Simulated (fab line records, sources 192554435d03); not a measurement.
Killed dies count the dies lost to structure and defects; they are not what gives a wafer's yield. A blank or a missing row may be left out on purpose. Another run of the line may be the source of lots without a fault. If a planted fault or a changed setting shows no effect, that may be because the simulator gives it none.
Matching of chambers ; flow n5_finfet ; 4 sister chambers for N5_MOL_CONTACT_COAG_ETCHBACK_132 on rie_diel-06
The step etches SiO2 in CHF3, target depth 10 nm, time 6.7 s. 20 wafers are shown with their chamber, then 10 later ones without.

== WAFERS, EACH WITH ITS CHAMBER ==
wafer;chamber;drypump_motor_current_A (A);oes_product_au (a.u.);throttle_valve_pct (%)
L074.3;3;6.0;0.67;19.03
L074.4;1;5.8;0.71;18.85
L074.5;0;5.8;0.82;18.45
L076.1;2;4.9;0.95;18.79
L076.2;0;5.8;0.82;18.45
L076.5;1;5.7;0.71;18.83
L080.1;1;5.8;0.71;18.85
L080.4;3;6.0;0.67;19.05
L080.5;0;5.8;0.80;18.47
L082.1;0;5.8;0.80;18.47
L082.4;2;4.9;0.94;18.82
L082.5;3;6.0;0.67;19.03
L081.1;1;5.8;0.70;18.86
L081.3;0;5.7;0.80;18.49
L081.6;1;5.8;0.70;18.86
L083.3;3;6.0;0.67;19.06
L083.5;3;6.0;0.67;19.06
L083.6;0;5.8;0.79;18.47
L086.2;2;4.9;0.93;18.82
L086.3;3;6.0;0.67;19.07

SIGNATURES (means of the wafers above)
reading;chamber 0;chamber 1;chamber 2;chamber 3;scatter within a chamber
drypump_motor_current_A;5.783;5.780;4.900;6.000;0.032
oes_product_au;0.8050;0.7060;0.9400;0.6700;0.00818
throttle_valve_pct;18.4667;18.8500;18.8100;19.0500;0.0153
Rule: a wafer lies at a distance from a chamber equal to the root of the sum of squares, over the readings, of (its reading less the chamber's mean, divided by the reading's scatter). If the next closest chamber is less than 2 further off than the closest, the wafer can't be placed; otherwise it belongs to the closest. The scatter: take each reading less its chamber's mean, square it, sum over the shown wafers, divide by the number of wafers less the number of chambers, and take the root.

== WAFERS WITHOUT THEIR CHAMBER ==
wafer;drypump_motor_current_A (A);oes_product_au (a.u.);throttle_valve_pct (%)
L086.6;6.0;0.67;19.06
L088.1;5.8;0.69;18.88
L088.2;5.7;0.78;18.51
L088.3;4.9;0.91;18.83
L089.1;6.0;0.66;19.09
L089.3;5.7;0.78;18.50
L089.5;4.9;0.91;18.83
L095.4;5.8;0.77;18.52
L095.5;4.9;0.90;18.82
L095.6;6.0;0.66;19.09

== WHICH CHAMBER EACH ONE RAN IN ==
wafer;from the rows above;in truth
L086.6;3;3
L088.1;1;1
L088.2;0;0
L088.3;2;2
L089.1;3;3
L089.3;0;0
L089.5;2;2
L095.4;0;0
L095.5;2;2
L095.6;3;3
Correct placement for 10 of the 10. From these rows, 0 cannot be placed. 0 placed wrongly.
